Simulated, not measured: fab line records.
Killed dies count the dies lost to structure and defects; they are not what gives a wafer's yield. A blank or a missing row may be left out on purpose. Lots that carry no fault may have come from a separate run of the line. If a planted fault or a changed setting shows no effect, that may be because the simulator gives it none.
Split-lot experiment | flow n5Finfet | on a route of 1938 steps: 7 lots, 39 wafers read

THE SPLIT
At N5_BEOL_M1_ILD_DEP_00 (deposits SiOC from DEMS/O2, target thk 79 nm, time 15.3 s), the setting targetThkA was moved away from the recipe's 790 angstrom on 9 of the 39 wafers read, by -43.2% to +58.6%. The other wafers ran this setting at the recipe's value.

The file shows no step between the split and the reading.

THE READING
M1_ILD_THK at N5_BEOL_M1_THK_MEAS_01, in nm. A value of 79.0 nm with a standard deviation of 1.1 nm is what fault-free wafers of this fab line usually give.

wafer  | tool, chamber at the split | targetThkA as run, angstrom | against the recipe | M1_ILD_THK, nm | against lot-mates on the recipe
L075.1 | pecvd-03, 0,2              | 790                         | recipe             | 77.8           | -
L075.2 | pecvd-03, 0,2              | 790                         | recipe             | 77.8           | -
L075.3 | pecvd-03, 2,0,0            | 790                         | recipe             | 78.9           | -
L075.4 | pecvd-03, 2,0,0            | 790                         | recipe             | 78.9           | -
L075.5 | pecvd-03, 2,0,0            | 790                         | recipe             | 78.8           | -
L075.6 | pecvd-03, 2                | 790                         | recipe             | 79.8           | -
L076.1 | pecvd-01, 2                | 790                         | recipe             | 77.9           | -
L076.2 | pecvd-01, 1                | 790                         | recipe             | 77.2           | -
L076.3 | pecvd-01, 0,1,0            | 790                         | recipe             | 78.5           | -
L076.4 | pecvd-01, 0,1,0            | 790                         | recipe             | 78.5           | -
L076.5 | pecvd-01, 2                | 790                         | recipe             | 79.4           | -
L076.6 | pecvd-01, 0,1,0            | 790                         | recipe             | 78.4           | -
L079.1 | pecvd-04, 0                | 1253                        | +58.6%             | 125.0          | +47.0
L079.2 | pecvd-04, 2                | 790                         | recipe             | 77.2           | -
L079.3 | pecvd-04, 1,2              | 790                         | recipe             | 78.4           | -
L079.4 | pecvd-04, 1                | 1253                        | +58.6%             | 127.0          | +49.0
L079.5 | pecvd-04, 1,2              | 790                         | recipe             | 78.4           | -
L079.6 | pecvd-04, 0                | 1253                        | +58.6%             | 126.3          | +48.3
L083.1 | pecvd-03, 1                | 790                         | recipe             | 78.4           | -
L083.2 | pecvd-03, 0                | 790                         | recipe             | 77.8           | -
L083.3 | pecvd-03, 2                | 790                         | recipe             | 77.9           | -
L083.4 | pecvd-03, 1                | 790                         | recipe             | 79.7           | -
L083.5 | pecvd-03, 0                | 790                         | recipe             | 79.3           | -
L083.6 | pecvd-03, 2                | 790                         | recipe             | 79.5           | -
L084.1 | pecvd-03, 2                | 790                         | recipe             | 80.1           | -
L084.3 | pecvd-03, 0                | 790                         | recipe             | 79.6           | -
L084.4 | pecvd-03, 0                | 790                         | recipe             | 78.8           | -
L087.1 | pecvd-04, 1                | 449                         | -43.2%             | 46.3           | -33.9
L087.2 | pecvd-04, 0                | 790                         | recipe             | 80.6           | -
L087.3 | pecvd-04, 2                | 449                         | -43.2%             | 45.0           | -35.2
L087.4 | pecvd-04, 1                | 449                         | -43.2%             | 47.1           | -33.1
L087.5 | pecvd-04, 2                | 790                         | recipe             | 79.1           | -
L087.6 | pecvd-04, 0                | 790                         | recipe             | 80.8           | -
L089.1 | pecvd-04, 1                | 1016                        | +28.6%             | 100.7          | +21.6
L089.2 | pecvd-04, 0                | 1016                        | +28.6%             | 100.2          | +21.1
L089.3 | pecvd-04, 0                | 790                         | recipe             | 79.0           | -
L089.4 | pecvd-04, 1                | 1016                        | +28.6%             | 102.4          | +23.3
L089.5 | pecvd-04, 1,0              | 790                         | recipe             | 79.1           | -
L089.6 | pecvd-04, 1,0              | 790                         | recipe             | 79.2           | -
Where a row lists several chambers, the file gives one row for several wafers and doesn't say which wafer went through which chamber.

FIT RESULTS
A straight line over all 39 wafers: M1_ILD_THK changes by +0.787 nm for each +1% of targetThkA; r = +1.00; the points scatter about the line by 1 nm.
The same after taking each lot's own level away (the mean of its wafers on the recipe; 39 wafers): +0.804 nm for each +1%; r = +1.00; scatter 0.85 nm.
According to that fit, moving targetThkA by its largest amount changes the reading by 47 nm.
The span of the lots' own levels, 78.00 to 80.17 nm, comes to 2.0 times the standard deviation stated above.
The two slopes are in agreement: the lot-to-lot level therefore moves the slope only a little.
Check: with one of the wafers moved furthest among these (+58.6%) left out of the fit, the line predicts +47.2 nm for it against its lot-mates. It came out at +47 nm against them.

FURTHER SPLITS ON THESE WAFERS
Other splits were also applied to these wafers ahead of the reading. Each is held against what the fit with the lots' levels taken away leaves over:
other split on the same wafers   | wafers away from the commonest value | r with M1_ILD_THK (lot level and that fit taken away)
N5_FIN_SAQP_HM_DEP_03 targetThkA | 12                                   | -0.17
N5_SD_EPI_N_EPI_21 timeS         | 15                                   | -0.07
N5_BEOL_M0_SAQP_PECVD_00 timeS   | 15                                   | +0.05

THE WHOLE CHAIN: every reading that the file lists as answering this split, in the file's order
step                   | what it does                                              | reading                                                                           | change (the file's fit)               | r (the file's)
N5_BEOL_M1_ILD_DEP_00  | deposits SiOC from DEMS/O2, target thk 79 nm, time 15.3 s | SiOC_of_BEOL_M1_ILD_DEP_00.thkNm (the simulator's own value, which no gauge read) | +0.804 nm for each +1% of the setting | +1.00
N5_BEOL_M1_THK_MEAS_01 |                                                           | M1_ILD_THK                                                                        | +0.804 for each +1% of the setting    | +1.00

FILE'S OWN FIT
M1_ILD_THK changes by +0.804 nm for each +1% of targetThkA, r = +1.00.
